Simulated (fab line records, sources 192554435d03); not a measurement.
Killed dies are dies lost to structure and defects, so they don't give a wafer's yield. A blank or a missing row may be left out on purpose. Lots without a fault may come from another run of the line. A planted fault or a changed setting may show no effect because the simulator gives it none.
Which tool did it? | flow n5_finfet | 12 lots, 36 wafers sampled, at 1 step of a route of 1938

WHAT THE GAUGES READ, wafer by wafer
N5_BEOL_M1_CD_MEAS_28: target cd y 23.3 nm.
lot  | measured     | on        | cd_nm (nm)
L074 | day 6 12:10  | cd_sem-03 | 24.0 23.8 24.5
L077 | day 7 01:57  | cd_sem-03 | 24.2 24.3 23.9
L079 | day 7 08:38  | cd_sem-02 | 24.5 24.4 24.2
L081 | day 7 21:59  | cd_sem-01 | 23.7 23.7 24.2
L083 | day 8 03:26  | cd_sem-03 | 23.4 24.0 23.7
L085 | day 8 23:53  | cd_sem-01 | 23.5 23.9 23.9
L088 | day 9 19:34  | cd_sem-01 | 23.8 23.4 23.8
L089 | day 10 03:01 | cd_sem-03 | 24.0 23.7 24.2
L091 | day 10 10:44 | cd_sem-03 | 24.3 23.8 24.2
L094 | day 11 01:34 | cd_sem-02 | 23.8 23.9 24.2
L095 | day 11 05:46 | cd_sem-02 | 24.2 24.0 24.3
L097 | day 11 21:55 | cd_sem-02 | 23.9 23.8 24.0

WHICH TOOL RAN EACH LOT (tool, then ch and the chambers of the sampled wafers, then the start)
The record holds no process step before these readings.

THE ANSWER, worked out from the rows above alone
Rule: what is usual is taken from the lots themselves. Put in order of their means at a reading, lots are off if they are a third of the lots or fewer, leave a main group of 4 or more, and stand apart from it by a gap of 3 or more times the standard deviation of the main group's means; of several such gaps the widest counts. A main group whose means are all the same, to the digits that the tables above print for the reading, isn't used. A lot without any number at a reading at which 4 lots or more have one is off too. The other lots that the step has rows for count as sound.
No lot is off at any reading shown: from this, nothing can be told.

WHAT THE SIMULATOR HAD PUT IN
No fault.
